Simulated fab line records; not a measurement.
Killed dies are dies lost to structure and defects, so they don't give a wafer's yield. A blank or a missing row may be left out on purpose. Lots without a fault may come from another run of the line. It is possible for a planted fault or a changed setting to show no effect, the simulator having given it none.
Which tool is to blame? | flow nand harc | 12 lots, 36 wafers sampled, at 4 steps of a route of 1302

## WHAT EACH GAUGE READ, for each wafer
The record holds no reading of a measuring or inspecting step that can be judged against a usual standard deviation.

## WHAT TOOL EACH LOT RAN ON (gives the tool, then ch and the chambers of the sampled wafers, and finally the start)
lot  | NHARC_A_CONTACT_DEP_85          | NHARC_A_CONTACT_ETCH_31            | NHARC_A_CONTACT_ETCH_135             | NHARC_A_CONTACT_ETCH_98
L842 | pecvd-01 ch 0,1, day 22 18:24   | rie diel-08 ch 0,2,3, day 22 20:29 | har cap etch-03 ch 0,1, day 22 21:12 | rie diel-08 ch 0,3, no start
L841 | pecvd-03 ch 1,2, day 22 21:59   | rie diel-04 ch 1,2,3, day 22 23:35 | har cap etch-02 ch 0,1, day 23 00:27 | rie diel-04 ch 0,1,3, no start
L844 | pecvd-01 ch 0,1,2, day 23 19:51 | rie diel-13 ch 0,1,3, day 23 21:14 | har cap etch-02 ch 0,1, day 23 22:05 | rie diel-13 ch 0,1,3, no start
L846 | pecvd-02 ch 0,1,2, day 24 15:29 | rie diel-08 ch 0,1,3, day 24 17:02 | har cap etch-02 ch 0,1, day 24 17:43 | rie diel-13 ch 0,2,3, day 24 19:41
L845 | pecvd-03 ch 0,1, day 24 16:14   | rie diel-13 ch 2,3, day 24 17:51   | har cap etch-01 ch 0,1, day 24 18:43 | rie diel-13 ch 2,3, day 24 20:52
L847 | pecvd-02 ch 0,1, day 25 09:23   | rie diel-13 ch 0,1,3, day 25 11:07 | har cap etch-02 ch 0,1, day 25 11:56 | rie diel-08 ch 1,2,3, no start
L850 | pecvd-01 ch 0,1,2, day 26 11:39 | rie diel-13 ch 0,1,2, day 26 13:14 | har cap etch-02 ch 0,1, day 26 13:56 | rie diel-13 ch 0,2,3, no start
L858 | pecvd-01 ch 0,1, day 30 02:16   | rie diel-08 ch 1,3, day 30 04:02   | har cap etch-02 ch 0,1, day 30 04:50 | rie diel-08 ch 0,2, no start
L859 | pecvd-03 ch 1,2, day 30 07:50   | rie diel-08 ch 2,3, day 30 09:24   | har cap etch-01 ch 0,1, day 30 10:04 | rie diel-13 ch 0,2,3, no start
L860 | pecvd-01 ch 0,1,2, day 30 16:37 | rie diel-13 ch 0,2, day 30 18:07   | har cap etch-02 ch 0,1, day 30 18:51 | rie diel-13 ch 1,2,3, no start
L862 | pecvd-01 ch 0,1, day 31 22:19   | rie diel-13 ch 0,2, day 31 23:46   | har cap etch-03 ch 0,1, day 32 00:35 | rie diel-13 ch 2,3, no start
L861 | pecvd-02 ch 0,1,2, day 31 23:23 | rie diel-13 ch 0,1,3, day 32 00:52 | har cap etch-02 ch 0,1, day 32 01:38 | rie diel-13 ch 0,1,3, no start
- NHARC_A_CONTACT_DEP_85: deposits SiON, target thk 60 nm.
- NHARC_A_CONTACT_ETCH_31: etches the open film in O2/COS, target depth 2800 nm, time 728 s.
- NHARC_A_CONTACT_ETCH_135: etches the open film in C4F8/O2/Ar, time 311 s, target depth 1912 nm.
- NHARC_A_CONTACT_ETCH_98: etches the open film in C4F6/O2, target depth 20 nm, time 10 s.

## AS READ BY THE TOOLS THEMSELVES (means over the sampled wafers that have a number; for cases with no such wafer, the mark the record gives instead)
NHARC_A_CONTACT_DEP_85. Usual: heater power outer w 435 W, standard deviation 52; heater power w 724 W, standard deviation 87.
lot  | tool     | heater power outer w (W) | heater power w (W) | flag
L842 | pecvd-01 | 410                      | 707                |
L841 | pecvd-03 | 505                      | 844                |
L844 | pecvd-01 | 400                      | 675                |
L846 | pecvd-02 | 413                      | 719                |
L845 | pecvd-03 | 533                      | 918                |
L847 | pecvd-02 | 467                      | 762                |
L850 | pecvd-01 | 457                      | 744                |
L858 | pecvd-01 | 382                      | 664                |
L859 | pecvd-03 | 418                      | 687                |
L860 | pecvd-01 | 414                      | 689                |
L862 | pecvd-01 | 452                      | 736                |
L861 | pecvd-02 | 417                      | 702                |

NHARC_A_CONTACT_ETCH_31. Usual: value, then standard deviation, for each; chamber pressure mTorr 20.001 mTorr / 0.019; cos flow sccm 20.00 sccm / 0.054; drypump motor current A 5.7 A / 0.47; oes product au 0.998 a.u. / 0.011; rf vpp V 314.5 V / 1.7; showerhead plenum p Torr 3.15 Torr / 0.1; throttle valve pct 28.329 % / 0.0099.
lot  | tool        | chamber pressure mTorr (mTorr) | cos flow sccm (sccm) | drypump motor current A (A) | oes product au (a.u.) | rf vpp V (V) | showerhead plenum p Torr (Torr) | throttle valve pct (%) | flag
L842 | rie diel-08 | 20.006                         | 20.02                | 5.9                         | 1.001                 | 315.2        | 3.19                            | 28.331                 |
L841 | rie diel-04 | 20.000                         | 19.97                | 5.9                         | 0.994                 | 312.5        | 3.04                            | 28.327                 |
L844 | rie diel-13 | 19.996                         | 20.01                | 5.9                         | 0.995                 | 315.5        | 3.17                            | 28.320                 |
L846 | rie diel-08 | 20.012                         | 19.97                | 6.0                         | 0.994                 | 317.2        | 3.26                            | 28.335                 |
L845 | rie diel-13 | 19.993                         | 20.01                | 5.2                         | 0.986                 | 315.5        | 3.19                            | 28.333                 |
L847 | rie diel-13 | 20.002                         | 20.02                | 5.8                         | 1.002                 | 315.4        | 3.17                            | 28.333                 |
L850 | rie diel-13 | 20.009                         | 19.99                | 5.7                         | 1.001                 | 314.3        | 3.09                            | 28.330                 |
L858 | rie diel-08 | 18.069                         | 19.94                | 5.9                         | 0.996                 | 316.2        | 3.29                            | 28.325                 | OFF
L859 | rie diel-08 | 18.092                         | 20.06                | 5.7                         | 0.996                 | 314.5        | 3.16                            | 28.327                 | OFF
L860 | rie diel-13 | 19.990                         | 20.00                | 5.3                         | 1.017                 | 313.8        | 3.07                            | 28.323                 |
L862 | rie diel-13 | 19.980                         | 20.05                | 5.3                         | 1.011                 | 312.7        | 3.07                            | 28.324                 |
L861 | rie diel-13 | 19.997                         | 20.03                | 5.8                         | 0.997                 | 315.1        | 3.16                            | 28.330                 |

NHARC_A_CONTACT_ETCH_135. Usual: chamber pressure mTorr reads 19.999 mTorr (standard deviation 0.017).
lot  | tool            | chamber pressure mTorr (mTorr) | flag
L842 | har cap etch-03 | 20.011                         |
L841 | har cap etch-02 | 20.028                         |
L844 | har cap etch-02 | 20.014                         |
L846 | har cap etch-02 | 20.001                         |
L845 | har cap etch-01 | 20.000                         |
L847 | har cap etch-02 | 19.998                         |
L850 | har cap etch-02 | 20.014                         |
L858 | har cap etch-02 | 20.000                         |
L859 | har cap etch-01 | 20.005                         |
L860 | har cap etch-02 | 19.984                         |
L862 | har cap etch-03 | 19.992                         |
L861 | har cap etch-02 | 19.999                         |

NHARC_A_CONTACT_ETCH_98. Usual: chamber pressure mTorr 30.001 mTorr, standard deviation 0.028; drypump motor current A 5.7 A, standard deviation 0.52; oes product au 0.955 a.u., standard deviation 0.02; rf vpp V 547.3 V, standard deviation 2.4; showerhead plenum p Torr 3.95 Torr, standard deviation 0.12; throttle valve pct 26.903 %, standard deviation 0.0093.
lot  | tool        | chamber pressure mTorr (mTorr) | drypump motor current A (A) | oes product au (a.u.) | rf vpp V (V) | showerhead plenum p Torr (Torr) | throttle valve pct (%) | flag
L842 | rie diel-08 | 29.993                         | 5.9                         | 0.954                 | 549.8        | 4.10                            | 26.898                 |
L841 | rie diel-04 | 29.994                         | 6.1                         | 0.941                 | 548.6        | 3.99                            | 26.907                 |
L844 | rie diel-13 | 30.009                         | 5.8                         | 0.952                 | 547.7        | 3.98                            | 26.908                 |
L846 | rie diel-13 | 29.963                         | 5.4                         | 1.000                 | 547.0        | 3.96                            | 26.908                 |
L845 | rie diel-13 | 30.005                         | 5.2                         | 0.944                 | 547.9        | 4.00                            | 26.900                 |
L847 | rie diel-08 | 29.979                         | 5.8                         | 0.990                 | 550.2        | 4.07                            | 26.902                 |
L850 | rie diel-13 | 30.010                         | 5.4                         | 0.946                 | 547.2        | 3.95                            | 26.897                 |
L858 | rie diel-08 | 30.016                         | 6.0                         | 0.936                 | 546.2        | 3.90                            | 26.906                 |
L859 | rie diel-13 | 29.984                         | 5.5                         | 1.001                 | 547.5        | 3.95                            | 26.897                 |
L860 | rie diel-13 | 29.971                         | 5.5                         | 0.957                 | 547.1        | 3.93                            | 26.905                 |
L862 | rie diel-13 | 29.987                         | 5.0                         | 0.946                 | 546.1        | 3.90                            | 26.902                 |
L861 | rie diel-13 | 30.008                         | 5.9                         | 0.961                 | 547.6        | 3.97                            | 26.906                 |

## THE ANSWER, worked out from the rows above alone
Rule: a lot is off if the mean of its wafers that have a number lies more than 3 standard deviations from the usual mean. Also off: a lot with no number at a reading for which 4 or more lots have one. All remaining lots with rows at the step are treated as sound. The gauges are gone through in route order, then the tools' own readings, and for those a lot's mean is taken as printed above. At the first step where some lot is off, the reading lying furthest off is the one used; lots without a number count as furthest.
Off, at NHARC_A_CONTACT_ETCH_31 on chamber pressure mTorr: L858, L859.
If a tool, at that step or one of the process steps before it, ran each lot that is off and ran no sound lot following the first of them, it fits. One fits: rie diel-08 at NHARC_A_CONTACT_ETCH_31. Its last sound lot is L846 (day 24 17:02), its first lot that is off L858 (day 30 04:02): a fault that began between those two fits.
The tool's own readings at NHARC_A_CONTACT_ETCH_31 bear it out: on the lots that are off they differ by more than 5 times the standard deviation of the sound lots' means. chamber pressure mTorr reads 18.081 mTorr there against 19.998 mTorr on the sound lots.

## WHAT THE SIMULATOR HAD INSERTED
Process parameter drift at NHARC_A_CONTACT_ETCH_31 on rie diel-08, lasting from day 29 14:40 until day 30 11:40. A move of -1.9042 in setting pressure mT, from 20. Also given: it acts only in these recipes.
Struck lots among those shown: L858, L859. The rule given above showed the same thing.
